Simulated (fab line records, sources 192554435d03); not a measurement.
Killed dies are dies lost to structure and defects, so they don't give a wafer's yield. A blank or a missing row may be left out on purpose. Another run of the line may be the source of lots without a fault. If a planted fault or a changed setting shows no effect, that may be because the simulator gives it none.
A single fault, viewed from 3 desks :: flow n5 finfet :: each desk holds nothing but its own numbers, with what lay behind them at the end

THE METROLOGY DESK
What the gauges read, lot by lot, whatever tool the lot ran on: means of the sampled wafers that have a number. Any lot whose mean is over 4 standard deviations away from the usual mean is out of limits and marked OUT; that distance is given in the brackets.
Columns: A = cd nm at N5_BEOL_M9_CD_MEAS_11, usual 64.3 nm
lot: L698
first seen here: day 10 19:54
A: 64.7

lot: L702
first seen here: day 11 20:30
A: 64.5

lot: L703
first seen here: day 12 02:20
A: 64.0

lot: L704
first seen here: day 12 04:13
A: 64.9

lot: L708
first seen here: day 13 07:26
A: 64.7

lot: L709
first seen here: day 13 10:41
A: 64.5

lot: L710
first seen here: day 13 14:32
A: 64.6

lot: L713
first seen here: day 15 01:16
A: 64.6

lot: L717
first seen here: day 15 01:25
A: 64.5

lot: L716
first seen here: day 15 16:38
A: 64.1
This desk's finding: nothing out of limits on any of the 10 lots.

THE DEFECT DESK
Lot by lot, what the route's inspections counted, given as the mean of those sampled wafers with a number. Any lot whose mean is over 4 standard deviations away from the usual mean is out of limits and marked OUT; that distance is given in the brackets.
Columns: A = raw defect count at N5_BEOL_M8_INSPECT_58, usual 76
lot: L698
first seen here: day 10 17:46
A: 71

lot: L702
first seen here: day 11 18:23
A: 71

lot: L703
first seen here: day 11 22:25
A: 50

lot: L704
first seen here: day 12 00:53
A: 57

lot: L708
first seen here: day 13 05:59
A: 97

lot: L709
first seen here: day 13 07:22
A: 91

lot: L710
first seen here: day 13 12:55
A: 78

lot: L713
first seen here: day 14 23:34
A: 53

lot: L717
first seen here: day 14 23:49
A: 75

lot: L716
first seen here: day 15 13:46
A: 72
This desk's finding: nothing out of limits on any of the 10 lots.

THE TOOL OWNER'S DESK: litho track-05
The tool's own readings at N5_BEOL_M9_COAT_60 (time 60 s, resist thk 30 nm): means of the sampled wafers that have a number, for each lot that ran on this tool. Any lot whose mean is over 4 standard deviations away from the usual mean is out of limits and marked OUT; that distance is given in the brackets.
Columns: A = spin speed rpm at N5_BEOL_M9_COAT_60, usual 1500.0 rpm
lot: L698
first seen here: day 10 19:40
A: 1499.9

lot: L703
first seen here: day 12 01:36
A: 1499.8

lot: L704
first seen here: day 12 03:50
A: 1499.3

lot: L708
first seen here: day 13 07:05
A: 1692.9 (+99 or more) OUT

lot: L709
first seen here: day 13 10:19
A: 1693.5 (+99 or more) OUT
This desk's finding: out of limits on L708, L709; first on L708, day 13 07:05 (spin speed rpm at N5_BEOL_M9_COAT_60). L698, L703, L704: within limits.

ALL TOGETHER
The tool owner's desk could have raised an alarm at day 13 07:05, on L708, L709.
From the metrology desk's view, nothing was out of limits.
Nothing out of limits was seen by the defect desk.
The metrology desk holds a record of L708, L709, inside its limits.
The defect desk has L708, L709 on record, within its limits.
N5_BEOL_M9_COAT_60 was run on litho track-05 by each of the lots named.

WHAT WAS PUT IN BY THE SIMULATOR
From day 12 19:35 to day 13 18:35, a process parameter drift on litho track-05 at N5_BEOL_M9_COAT_60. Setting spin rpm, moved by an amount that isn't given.
Lots struck among those shown: L708, L709.
Hours from the fault's start to each desk's first reading out of limits: the tool owner's desk, 11.
